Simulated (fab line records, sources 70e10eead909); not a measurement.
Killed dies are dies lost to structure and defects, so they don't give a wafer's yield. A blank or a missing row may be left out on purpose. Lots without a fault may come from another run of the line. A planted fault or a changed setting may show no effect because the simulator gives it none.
fab line records | flow nand_harc
record lots=7 wafers=21 last_day=33
route steps=1302 shown A_CONTACT@1100 A_BLC@1107
lots that met no fault: from a run of the same line without faults
start_h: hours from the record's first day to the start of the lot's first wafer shown | wait_h: hours since the lot's step before | " the same as in the row above | L1.1+2: a row that stands for several wafers | - no value, or no start given | * or withheld: withheld | < > ~ a bound
route shown NAME@n: a module of which the file shows steps, and the number in the route of the first | usual: mean/standard deviation of fault-free wafers | same: alike in all rows | chamber/n: place in a boat | sites: the reading at each site | _std_site: their standard deviation | _edge_site: outer sites' mean less inner sites' | radius_mm: how far each site lies from the wafer's centre | mask NAME#n: copy n | behind: the tool/chamber that last shaped the wafer | hold: why the lot was held/for how many hours/how that ended | device: the transistor (n, p or np) that didn't switch | end of line: the same wafers' tests at the end of the route | a step without rows: its recipe alone | killed: dies lost to structure and defects at the first sort, not the wafer's yield | map: a wafer's dies, x killed, . not, _ none there
set.NAME: the setting as run; set.NAME@STEP: as run at that earlier step | model.NAME: the simulator's own value behind a step, which no gauge read
lots at some steps of the route; a table a step, a row a wafer
services: from which hour (start_h, from the record's first day; less than 0 if before it) a tool's chamber was out of use, for how many hours, and why
## steps
# step NHARC_A_CONTACT_STRIP_27
# recipe time_s=600 temp_c=30 chemistry=post_etch_residue_remover
# step NHARC_A_CONTACT_ALD_18
# recipe target_thk_a=30 pulse_time_s=1 ald_cycles=150 temp_c=450 material=TiN
# usual heater_power_w=1087/140 precursor_pulse_height_rel=0.999/0.02
# columns lot.wafer tool chamber start_h wait_h heater_power_w precursor_pulse_height_rel
L549.1 ald_metal-03 0 529.42 - 1181 1.020
L549.5 " 2 " " 1219 0.947
L549.6 " 3 " " 1155 0.959
L563.2 ald_metal-03 2 663.88 - 1074 0.964
L563.6 " 1 " " 1207 0.997
L563.5 " 2 " " 1037 1.015
L566.2 ald_metal-02 2 711.46 - 875 0.985
L566.4 " 3 " " 1357 0.986
L566.6 " 1 " " 918 0.993
L568.2 ald_metal-01 1 717.55 - 1133 0.999
L568.4 " 2 " " 1117 0.976
L568.6 " 1 " " 1108 0.993
L570.2 ald_metal-02 1 722.73 - 909 0.977
L570.5 " 1 " " 900 0.988
L570.6 " 2 " " 886 0.984
L572.3 ald_metal-03 0 734.19 - 1197 0.995
L572.4 " 2 " " 1054 0.996
L572.2 " 3 " " 1147 1.028
L571.4 ald_metal-01 1 736.18 - 1137 0.977
L571.6 " 2 " " 1108 1.022
L571.5 " 3 " " 1033 1.035
# step NHARC_A_CONTACT_CVD_19
# recipe target_thk_a=3000 temp_c=300 pressure_torr=40 wf6_flow_sccm=40 h2_flow_sccm=1600 ar_flow_sccm=1560 time_s=802 material=W
# usual heater_power_w=483/24 mfc_ar_sccm=1560/4.6 throttle_valve_pct=7.75/0.23
# columns lot.wafer tool chamber start_h wait_h heater_power_w mfc_ar_sccm throttle_valve_pct
L549.1 cvd_w-01 1 - - 516 1566 7.73
L549.6 " 1 " " 502 1560 7.64
L549.5 " 0 " " 447 1563 7.88
L563.2 cvd_w-01 0 - - 473 1563 7.60
L563.5 " 1 " " 523 1571 7.40
L563.6 " 0 " " 472 1558 7.56
L566.2 cvd_w-01 1 - - 521 1556 7.36
L566.4 " 0 " " 467 1556 7.71
L566.6 " 1 " " 522 1563 7.60
L568.2 cvd_w-01 0 - - 475 1568 7.96
L568.4 " 1 " " 503 1564 7.88
L568.6 " 0 " " 463 1565 7.54
L570.2 cvd_w-02 0 - - 494 1564 7.69
L570.5 " 0 " " 500 1566 7.75
L570.6 " 1 " " 448 1553 8.14
L572.2 cvd_w-02 1 - - 436 1562 8.14
L572.4 " 1 " " 437 1563 8.08
L572.3 " 0 " " 475 1566 7.96
L571.4 cvd_w-02 1 - - 439 1556 8.03
L571.6 " 0 " " 499 1564 8.11
L571.5 " 1 " " 451 1563 8.11
# step NHARC_A_CONTACT_CMP_20
# recipe t_overpolish_s=30 target_thk_nm=300
# usual motor_current_A=11.8/1.2 overpolish_run_s=30.000/0.009 retaining_ring_pressure_frac=1.000/0.0048 time_to_endpoint_s=61/3.7
# columns lot.wafer tool chamber start_h wait_h motor_current_A overpolish_run_s retaining_ring_pressure_frac time_to_endpoint_s
L549.1 cmp-03 1 530.51 0.8 10.9 30.004 0.993 61
L549.5 " 3 " " 13.4 30.004 1.004 58
L549.6 " 0 " " 12.0 30.010 1.001 59
L563.2 cmp-03 3 664.95 0.6 13.1 29.999 0.999 57
L563.6 " 3 " " 12.6 29.999 0.994 59
L563.5 " 0 " " 12.9 30.011 0.997 60
L566.2 cmp-02 1 712.52 0.8 13.2 29.993 1.009 63
L566.4 " 0 " " 9.9 29.991 1.000 61
L566.6 " 2 " " 11.9 30.000 1.001 64
L568.4 cmp-03 3 718.67 0.5 12.9 30.008 0.996 61
L568.2 " 0 " " 13.6 30.000 1.002 60
L568.6 " 3 " " 13.1 29.994 0.998 59
L570.2 cmp-03 3 723.93 0.9 12.9 30.003 1.004 59
L570.6 " 1 " " 10.5 29.977 0.991 65
L570.5 " 2 " " 11.8 30.005 1.001 60
L572.3 cmp-03 1 735.30 0.4 10.4 29.984 1.000 63
L572.2 " 2 " " 11.7 29.994 0.999 62
L572.4 " 3 " " 13.2 29.996 0.997 62
L571.4 cmp-04 3 737.30 0.5 9.9 30.001 1.007 60
L571.5 " 0 " " 12.6 29.991 0.997 72
L571.6 " 1 " " 12.1 29.991 0.996 69
# step NHARC_A_CONTACT_SRD_22
# step NHARC_A_CONTACT_INSPECT_23
# usual raw_defect_count=521/120
# columns lot.wafer tool chamber start_h wait_h raw_defect_count
L549.1 defect_inspect-02 - 530.86 0.1 387
L549.5 " - " " 418
L549.6 " - " " 358
L563.2 defect_inspect-02 - 665.38 0.1 607
L563.5 " - " " 407
L563.6 " - " " 428
L566.2 defect_inspect-02 - 712.92 0.1 688
L566.4 " - " " 627
L566.6 " - " " 595
L568.2 defect_inspect-01 - 719.05 0.1 376
L568.4 " - " " 412
L568.6 " - " " 541
L570.2 defect_inspect-01 - 724.28 0.1 545
L570.5 " - " " 748
L570.6 " - " " 831
L572.2 defect_inspect-02 - 735.68 0.1 559
L572.3 " - " " 523
L572.4 " - " " 530
L571.4 defect_inspect-02 - 737.63 0.1 487
L571.5 " - " " 392
L571.6 " - " " 427
# step NHARC_A_BLC_DEHYDRATE_00
# recipe temp_c=150 time_s=120
# step NHARC_A_BLC_HMDS_01
# recipe time_s=30
# step NHARC_A_BLC_COAT_02
# recipe temp_c=260 time_s=75
# step NHARC_A_BLC_COAT_03
# recipe temp_c=225 time_s=65
# step NHARC_A_BLC_COAT_04
# recipe spin_rpm=1500 resist_thk_nm=90
# step NHARC_A_BLC_SOFTBAKE_05
# recipe temp_c=105 time_s=55
# usual heater_power_total_W=188.46/0.14 resist_line_temp_C=22.97/0.11
# columns lot.wafer tool chamber start_h wait_h heater_power_total_W resist_line_temp_C
L549.1 litho_track-01 0 530 - 188.33 23.09
L549.5 " 0 " " 188.34 23.09
L549.6 " 0 " " 188.45 23.11
L563.2 litho_track-06 0 665 - 188.68 23.00
L563.5 " 0 " " 188.38 23.15
L563.6 " 0 " " 188.47 22.99
L566.2 litho_track-06 0 712 - 188.29 22.91
L566.4 " 0 " " 188.35 22.87
L566.6 " 0 " " 188.35 22.95
L568.2 litho_track-06 0 719 - 152.55 22.91
L568.4 " 0 " " 152.47 22.87
L568.6 " 0 " " 152.43 23.00
L570.2 litho_track-06 0 724 - 152.66 23.09
L570.5 " 0 " " 152.52 23.02
L570.6 " 0 " " 152.48 22.95
L572.2 litho_track-01 0 735 - 188.44 23.05
L572.3 " 0 " " 188.26 23.05
L572.4 " 0 " " 188.32 22.95
L571.4 litho_track-06 0 737 - 152.81 23.18
L571.5 " 0 " " 152.58 22.92
L571.6 " 0 " " 152.42 23.19
# step NHARC_A_BLC_EBR_06
# step NHARC_A_BLC_EXPOSE_07
# recipe na=1.35 target_cd_nm=100 dose_mj=67.97 mask_id=A_BLC
# step NHARC_A_BLC_PEB_08
# recipe peb_temp_c=100 peb_time_s=65
# step NHARC_A_BLC_DEVELOP_09
# recipe develop_time_s=35 dev_temp_c=23
# step NHARC_A_BLC_CD_MEAS_10
# recipe target_cd_nm=100 landing_energy_ev=500
# usual cd_nm=99.7/0.76
# columns lot.wafer tool chamber start_h wait_h cd_nm
L549.1 cd_sem-01 0 531.37 - 99.5
L549.5 " 0 " " 99.2
L549.6 " 0 " " 99.3
L563.2 cd_sem-01 0 665.77 - 99.3
L563.5 " 0 " " 99.2
L563.6 " 0 " " 98.5
L566.2 cd_sem-03 0 713.31 - 98.1
L566.4 " 0 " " 99.5
L566.6 " 0 " " 99.2
L568.2 cd_sem-01 0 719.56 - 102.0
L568.4 " 0 " " 101.1
L568.6 " 0 " " 100.8
L570.2 cd_sem-03 0 724.66 - 102.6
L570.5 " 0 " " 101.8
L570.6 " 0 " " 102.1
L572.2 cd_sem-01 0 736.19 - 99.7
L572.3 " 0 " " 100.4
L572.4 " 0 " " 101.1
L571.4 cd_sem-02 0 738.14 - 99.8
L571.5 " 0 " " 100.5
L571.6 " 0 " " 99.4
# step NHARC_A_BLC_OVL_MEAS_11
# usual overlay_x_nm=0.3/0.8 overlay_y_nm=-0.1/0.96
# columns lot.wafer tool chamber start_h wait_h overlay_x_nm overlay_y_nm
L549.1 overlay-01 - 531.46 - 1.0 1.0
L549.5 " - " " 0.9 1.3
L549.6 " - " " 0.7 0.7
L563.2 overlay-02 - 665.86 - 0.7 -0.6
L563.5 " - " " 0.7 -1.1
L563.6 " - " " 1.6 -0.8
L566.2 overlay-02 - 713.39 - 0.1 -0.2
L566.4 " - " " 0.5 -0.9
L566.6 " - " " 0.1 -1.2
L568.2 overlay-02 - 719.64 - -0.3 -1.7
L568.4 " - " " -0.5 -1.7
L568.6 " - " " -0.4 -1.7
L570.2 overlay-01 - 724.75 - 1.4 1.4
L570.5 " - " " 1.9 1.4
L570.6 " - " " 1.8 1.1
L572.2 overlay-02 - 736.27 - -0.5 -1.2
L572.3 " - " " -0.1 -1.0
L572.4 " - " " -0.4 -0.8
L571.4 overlay-01 - 738.22 - 1.1 -0.2
L571.5 " - " " 0.7 0.5
L571.6 " - " " 0.7 0.0
# step NHARC_A_BLC_INSPECT_12
# usual raw_defect_count=83/39
# columns lot.wafer tool chamber start_h wait_h raw_defect_count
L549.1 defect_inspect-02 - 531.50 0.0 23
L549.5 " - " " 24
L549.6 " - " " 22
L563.2 defect_inspect-02 - 665.90 0.0 80
L563.5 " - " " 93
L563.6 " - " " 84
L566.2 defect_inspect-01 - 713.43 0.0 133
L566.4 " - " " 133
L566.6 " - " " 155
L568.2 defect_inspect-01 - 719.68 0.0 87
L568.4 " - " " 74
L568.6 " - " " 72
L570.2 defect_inspect-01 - 724.79 0.0 70
L570.5 " - " " 66
L570.6 " - " " 71
L572.2 defect_inspect-02 - 736.31 0.0 65
L572.3 " - " " 68
L572.4 " - " " 53
L571.4 defect_inspect-02 - 738.26 0.0 62
L571.5 " - " " 79
L571.6 " - " " 69
# step NHARC_A_BLC_DESCUM_15
# recipe time_s=3 o2_flow_sccm=200 ar_flow_sccm=0 bias_power_w=0 chemistry=O2
# usual chamber_pressure_mTorr=60.00/0.056 drypump_motor_current_A=6.0/0.46 mfc_ar_sccm=0.0002/0.00055 oes_product_au=1.006/0.012 rf_vpp_V=57.8/0.86 showerhead_plenum_p_Torr=1.93/0.074 throttle_valve_pct=11.310/0.0084
# columns lot.wafer tool chamber start_h wait_h chamber_pressure_mTorr drypump_motor_current_A mfc_ar_sccm oes_product_au rf_hours_counter_h rf_vpp_V showerhead_plenum_p_Torr throttle_valve_pct model.A_BLC.cd_nm
L549.1 rie_diel-01 3 531.57 0.1 59.91 6.2 0 1.023 9 56.0 1.85 11.309 100
L549.5 " 1 " " 59.96 5.4 0 1.000 - 58.6 2.04 11.321 99.48
L549.6 " 2 " " 60.01 6.6 0 1.023 - 57.2 1.78 11.325 99.56
L563.2 rie_diel-01 2 665.97 0.1 60.05 6.6 0 0.985 7 57.3 1.78 11.318 99.59
L563.5 " 1 " " 59.98 5.4 0 1.007 - 57.5 2.04 11.311 98.63
L563.6 " 2 " " 60.03 6.5 0 1.002 - 56.5 1.78 11.319 100
L566.4 rie_diel-07 1 713.51 0.1 60.02 5.4 0 0.972 4 57.0 1.93 11.295 100.5
L566.2 " 2 " " 60.03 6.5 0 0.983 4 57.1 1.92 11.300 98.16
L566.6 " 0 " " 60.05 5.5 0 1.007 - 57.6 1.96 11.307 98.73
L568.4 rie_diel-07 3 719.74 0.1 60.04 5.9 0 1.004 6 57.8 1.93 11.308 100.4
L568.2 " 2 " " 60.01 6.6 0 0.993 6 58.3 1.92 11.303 101.8
L568.6 " 0 " " 60.07 5.6 0 1.020 - 56.8 1.96 11.313 100.1
L570.2 rie_diel-01 2 724.86 0.1 60.11 6.6 0 0.998 10 57.8 1.78 11.315 102.9
L570.5 " 0 " " 60.05 6.0 0.0014 1.009 - 59.1 1.99 11.319 102
L570.6 " 2 " " 59.93 6.6 0 0.991 - 57.4 1.78 11.296 102
L572.3 rie_diel-12 1 736.39 0.1 59.97 6.1 0 1.013 34 57.0 1.84 11.318 100.2
L572.2 " 2 " " 60.01 5.8 0 1.022 30 57.0 1.85 11.317 99.57
L572.4 " 0 " " 60.06 6.7 0.0002 1.004 37 57.7 2.06 11.304 102
L571.4 rie_diel-07 3 738.33 0.1 60.04 5.9 0 1.001 8 56.6 1.93 11.300 99.34
L571.6 " 1 " " 59.94 5.4 0 0.985 - 57.3 1.93 11.306 100.3
L571.5 " 2 " " 60.01 6.5 0 0.987 - 58.3 1.92 11.315 100.5
# step NHARC_A_BLC_ETCH_16
# recipe target_depth_a=390 over_etch_frac=0.3 time_s=65 ion_energy_ev=80 cf4_flow_sccm=150 ar_flow_sccm=0 rf_w=300 bias_w=100 chemistry=CF4
# usual chamber_pressure_mTorr=50.00/0.04 drypump_motor_current_A=6.0/0.47 mfc_ar_sccm=0.0003/0.00056 oes_product_au=1.005/0.014 rf_vpp_V=151.4/1.3 showerhead_plenum_p_Torr=1.78/0.064 throttle_valve_pct=13.283/0.01
# same over_etch_frac=0.3
# columns lot.wafer tool chamber start_h wait_h chamber_pressure_mTorr drypump_motor_current_A mfc_ar_sccm oes_product_au rf_hours_counter_h rf_vpp_V showerhead_plenum_p_Torr throttle_valve_pct model.A_BLC.cd_nm
L549.1 rie_diel-01 3 531.64 0.1 50.04 6.2 0 1.015 9 150.4 1.72 13.292 100.1
L549.6 " 3 " " 50.01 6.2 0 1.021 - 148.4 1.72 13.291 99.51
L549.5 " 0 " " 49.99 6.0 0.0014 0.995 - 151.4 1.84 13.298 100.2
L563.2 rie_diel-01 1 666.07 0.1 50.03 5.4 0 1.022 8 152.9 1.87 13.260 99.14
L563.6 " 0 " " 49.95 6.0 0.0014 1.001 - 154.0 1.84 13.277 100
L563.5 " 2 " " 49.95 6.6 0 1.009 - 152.3 1.66 13.289 98.45
L566.2 rie_diel-07 2 713.58 0.1 50.02 6.5 0 0.977 4 151.1 1.78 13.274 97.47
L566.4 " 3 " " 49.96 5.9 0 0.988 4 151.1 1.78 13.287 100.5
L566.6 " 1 " " 49.99 5.4 0 0.980 - 151.1 1.78 13.262 98.85
L568.2 rie_diel-07 2 719.83 0.1 49.98 6.6 0 0.984 6 151.6 1.78 13.299 101
L568.4 " 0 " " 49.99 5.5 0 1.013 7 151.9 1.81 13.287 100.6
L568.6 " 1 " " 49.98 5.4 0 0.981 - 152.3 1.78 13.295 100.1
L570.2 rie_diel-01 2 724.96 0.1 50.03 6.6 0 0.986 10 149.3 1.65 13.295 102.5
L570.5 " 2 " " 49.94 6.7 0 0.997 - 150.5 1.65 13.269 101.7
L570.6 " 3 " " 49.94 6.2 0 1.024 - 151.9 1.72 13.287 102.3
L572.4 rie_diel-12 0 736.47 0.1 49.97 6.8 0.0002 1.012 37 153.4 1.90 13.272 102.3
L572.2 " 1 " " 49.99 6.1 0 1.011 34 150.9 1.70 13.305 99.36
L572.3 " 2 " " 50.05 5.8 0 1.031 30 150.1 1.71 13.292 100.4
L571.4 rie_diel-07 0 738.42 0.1 49.98 5.5 0 1.020 9 151.9 1.81 13.281 99.73
L571.5 " 1 " " 49.91 5.4 0 0.978 - 150.9 1.78 13.298 100.4
L571.6 " 2 " " 49.93 6.6 0 0.997 - 151.4 1.78 13.286 99.79
# step NHARC_A_BLC_ETCH_17
# recipe target_depth_a=3900 over_etch_frac=0.25 time_s=609.38 ion_energy_ev=200 n2_flow_sccm=150 h2_flow_sccm=150 ar_flow_sccm=0 rf_w=400 bias_w=150 chemistry=N2/H2
# usual chamber_pressure_mTorr=30.000/0.025 drypump_motor_current_A=6.0/0.47 mfc_ar_sccm=0.0003/0.00056 oes_product_au=1.005/0.014 rf_vpp_V=430.8/2.4 showerhead_plenum_p_Torr=2.05/0.082 throttle_valve_pct=14.172/0.0093
# same over_etch_frac=0.25
# columns lot.wafer tool chamber start_h wait_h chamber_pressure_mTorr drypump_motor_current_A mfc_ar_sccm oes_product_au rf_hours_counter_h rf_vpp_V showerhead_plenum_p_Torr throttle_valve_pct
L549.1 rie_diel-01 3 - - 29.964 6.3 0 1.014 9 428.5 1.97 14.158
L549.6 " 1 " " 29.999 5.4 0 1.006 - 433.7 2.18 14.182
L549.5 " 2 " " 29.953 6.6 0 1.002 - 427.4 1.90 14.160
L563.2 rie_diel-01 2 - - 30.017 6.6 0 0.999 8 426.1 1.90 14.164
L563.6 " 2 " " 29.997 6.6 0 0.995 - 426.6 1.90 14.163
L563.5 " 1 " " 30.001 5.4 0 1.024 - 433.4 2.17 14.155
L566.4 rie_diel-07 2 - - 30.008 6.6 0 0.988 5 430.1 2.05 14.161
L566.2 " 3 " " 30.037 5.9 0 1.007 4 429.7 2.06 14.179
L566.6 " 3 " " 29.954 5.9 0 0.997 - 431.1 2.06 14.162
L568.4 rie_diel-07 2 - - 30.071 6.6 0 0.993 6 432.3 2.05 14.163
L568.2 " 0 " " 30.002 5.6 0 1.009 7 430.5 2.09 14.180
L568.6 " 1 " " 30.022 5.4 0 0.984 - 429.8 2.06 14.169
L570.2 rie_diel-01 0 - - 29.986 6.0 0.0014 1.006 10 432.2 2.12 14.179
L570.5 " 3 " " 30.005 6.2 0 1.015 - 429.0 1.97 14.161
L570.6 " 2 " " 29.984 6.6 0 0.992 - 426.6 1.90 14.178
L572.3 rie_diel-12 3 - - 30.052 5.4 0.0018 1.002 32 430.0 1.97 14.173
L572.2 " 0 " " 29.968 6.7 0.0002 1.014 37 435.5 2.20 14.162
L572.4 " 1 " " 29.969 6.2 0 1.011 34 428.3 1.96 14.169
L571.4 rie_diel-07 1 - - 29.994 5.4 0 0.974 8 430.1 2.05 14.175
L571.6 " 0 " " 29.998 5.6 0 1.015 - 432.3 2.09 14.179
L571.5 " 1 " " 29.982 5.4 0 0.983 - 432.4 2.06 14.157
## services
# columns tool chamber start_h hours kind
cmp-03 - 507.32 0.5 repair
cvd_w-01 0 514.72 4.0 repair
rie_diel-07 2 516.20 3.2 repair
litho_track-06 - 529.00 7.0 pm
cmp-03 - 533.27 4.4 repair
cvd_w-01 - 547.00 13.0 pm
rie_diel-01 0 555.35 1.4 repair
cmp-03 - 556.32 4.0 pm
rie_diel-01 - 557.80 9.0 pm
ald_metal-03 - 568.00 10.0 pm
rie_diel-07 1 582.54 3.6 repair
rie_diel-01 2 585.60 7.8 repair
rie_diel-07 3 603.12 7.9 repair
cmp-03 - 626.29 0.8 repair
rie_diel-01 3 637.68 29.2 repair
rie_diel-07 3 644.79 21.4 repair
rie_diel-07 - 648.26 9.0 pm
cmp-03 - 654.32 4.0 pm
rie_diel-01 0 662.68 1.5 repair
cvd_w-01 1 678.39 12.5 repair
litho_track-06 - 704.00 7.0 pm
rie_diel-01 1 721.26 5.0 repair
cvd_w-01 - 728.00 13.0 pm
rie_diel-01 - 734.80 9.0 pm
## key
first_sign step=NHARC_A_BLC_SOFTBAKE_05 reading=heater_power_total_W direction=down sigmas=99+ usual=* struck=*
effect step=NHARC_A_BLC_CD_MEAS_10 reading=cd_nm direction=up sigmas=1.9 usual=99.7 struck=101.1 through=control_loop
model_effect step=NHARC_A_BLC_DESCUM_15 value=A_BLC.cd_nm without=99.69 struck=101
model_effect step=NHARC_A_BLC_ETCH_16 value=A_BLC.cd_nm without=99.58 struck=100.9
met_at NHARC_A_BLC_SOFTBAKE_05
struck_wafers L568.2,L568.4,L568.6,L570.2,L570.5,L570.6,L571.4,L571.5,L571.6
tester_left_out L568,L570,L571
loop_trim step=NHARC_A_BLC_EXPOSE_07 setting=dose lots=L571
onset_between 712 719
fault kind=process_parameter_drift tool=litho_track-06 chamber=- onset_h=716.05 steps=NHARC_A_BLC_SOFTBAKE_05 channel=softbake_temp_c offset=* shape=step end_h=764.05 acts_in=* stated=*
# tester_left_out: of these lots the tester's yield and bins aren't shown, on N5 and GAA mostly nor the transistor test; their killed dies are dies lost to structure and defects alone, not to doping, threshold or leakage, so they don't give the yield
# loop_trim: a control loop set the setting to another value than it would have without faults
